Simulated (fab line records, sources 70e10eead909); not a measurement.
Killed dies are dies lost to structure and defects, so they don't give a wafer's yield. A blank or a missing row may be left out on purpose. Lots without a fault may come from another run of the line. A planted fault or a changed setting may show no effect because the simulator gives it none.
Chamber matching | flow nand_harc | NHARC_THIN_TSV_ETCH_44 on rie_diel-09: 4 sister chambers
The step etches the open film in CF4/O2, target depth 1594.2 nm, time 797.1 s. 18 wafers are shown with their chamber, then 9 later ones without.

WAFERS WITH THEIR CHAMBER
wafer  | chamber | drypump_motor_current_A (A) | rf_vpp_V (V) | oes_product_au (a.u.)
L725.2 | 0       | 5.60                        | 793          | 0.986
L725.3 | 2       | 5.47                        | 786          | 0.987
L725.6 | 2       | 5.47                        | 786          | 0.987
L727.3 | 1       | 5.50                        | 789          | 0.987
L727.4 | 3       | 5.97                        | 787          | 1.007
L727.5 | 0       | 5.67                        | 793          | 1.001
L731.2 | 0       | 5.63                        | 794          | 1.004
L731.3 | 3       | 5.96                        | 786          | 0.999
L731.4 | 2       | 5.49                        | 787          | 1.004
L730.1 | 3       | 5.97                        | 788          | 0.997
L730.4 | 1       | 5.47                        | 788          | 1.004
L730.5 | 0       | 5.62                        | 794          | 0.997
L732.2 | 0       | 5.65                        | 795          | 1.004
L732.3 | 2       | 5.48                        | 786          | 0.993
L732.5 | 3       | 5.97                        | 788          | 0.997
L733.1 | 1       | 5.48                        | 787          | 1.002
L733.2 | 0       | 5.61                        | 794          | 0.998
L733.4 | 2       | 5.47                        | 786          | 0.995

SIGNATURES (means of the wafers above)
reading                 | chamber 0 | chamber 1 | chamber 2 | chamber 3 | scatter within a chamber
drypump_motor_current_A | 5.6300    | 5.4833    | 5.4760    | 5.9675    | 0.0174
rf_vpp_V                | 793.83    | 788.00    | 786.20    | 787.25    | 0.774
oes_product_au          | 0.99833   | 0.99767   | 0.99320   | 1.00000   | 0.00688
Rule: a wafer's distance from a chamber is the root of the sum, over the readings, of the square of ((its reading less the chamber's mean) divided by the reading's scatter). The wafer belongs to the nearest chamber; if the next one is less than 2 further off, it can't be placed. The scatter: the root of (the sum of the squares of (reading less its chamber's mean) over the shown wafers, divided by (wafers less chambers)).

WAFERS WITHOUT THEIR CHAMBER
wafer  | drypump_motor_current_A (A) | rf_vpp_V (V) | oes_product_au (a.u.)
L741.1 | 5.49                        | 789          | 0.994
L741.2 | 5.49                        | 786          | 0.991
L741.6 | 5.48                        | 789          | 0.994
L743.1 | 5.99                        | 788          | 1.002
L743.4 | 5.65                        | 794          | 1.011
L743.5 | 5.52                        | 785          | 0.996
L746.4 | 5.99                        | 788          | 0.992
L746.5 | 5.49                        | 787          | 0.991
L746.6 | 5.49                        | 786          | 0.988

WHICH CHAMBER EACH WENT THROUGH
wafer  | from the rows above     | in truth
L741.1 | 1                       | 1
L741.2 | can't be placed: 2 or 1 | 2
L741.6 | 1                       | 1
L743.1 | 3                       | 3
L743.4 | 0                       | 0
L743.5 | can't be placed: 2 or 1 | 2
L746.4 | 3                       | 3
L746.5 | can't be placed: 2 or 1 | 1
L746.6 | can't be placed: 2 or 1 | 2
Placed correctly: 5 of 9. Can't be placed from these rows: 4 (the true chamber is among the candidates in 4). Placed wrongly: 0.
